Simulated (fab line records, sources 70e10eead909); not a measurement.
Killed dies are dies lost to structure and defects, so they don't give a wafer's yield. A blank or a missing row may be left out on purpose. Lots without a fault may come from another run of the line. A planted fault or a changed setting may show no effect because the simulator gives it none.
Chamber matching | flow nand_harc | NHARC_A_STAIRCASE_CMP_152 on cmp-02: 4 sister chambers
The step polishes. 4 wafers are shown with their chamber, then 10 later ones without.

WAFERS WITH THEIR CHAMBER
wafer  | chamber | motor_current_A (A)
L087.1 | 2       | 12.0
L087.4 | 0       | 10.3
L095.3 | 3       | 12.3
L095.5 | 1       | 12.6

WAFERS WITHOUT THEIR CHAMBER
wafer  | motor_current_A (A)
L095.6 | 9.3
L093.1 | 13.0
L093.2 | 10.5
L093.4 | 12.0
L093.3 | 12.1
L093.5 | 12.8
L093.6 | 11.9
L097.1 | 13.2
L097.2 | 13.9
L097.4 | 11.6

WHICH CHAMBER EACH WENT THROUGH
wafer  | from the rows above               | in truth
L095.6 | 0                                 | 0
L093.1 | can't be placed: 1 or 3 or 2      | 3
L093.2 | 0                                 | 0
L093.4 | can't be placed: 2 or 3 or 1      | 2
L093.3 | can't be placed: 2 or 3 or 1      | 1
L093.5 | can't be placed: 1 or 3 or 2      | 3
L093.6 | can't be placed: 2 or 3 or 1      | 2
L097.1 | can't be placed: 1 or 3 or 2      | 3
L097.2 | can't be placed: 1 or 3 or 2      | 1
L097.4 | can't be placed: 2 or 3 or 1 or 0 | 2
Placed correctly: 2 of 10. Can't be placed from these rows: 8 (the true chamber is among the candidates in 8). Placed wrongly: 0.
How it was worked out, from the rows above alone: a wafer's distance from a chamber is the root of the sum, over the readings, of the square of ((its reading less the chamber's mean) divided by the reading's scatter). The wafer belongs to the nearest chamber; if the next one is less than 2 further off, it can't be placed. A chamber's mean is the mean of its shown wafers. The scatter: with one shown wafer a chamber, the root of the mean of the squares of how far each hidden wafer lies from its nearest shown one.
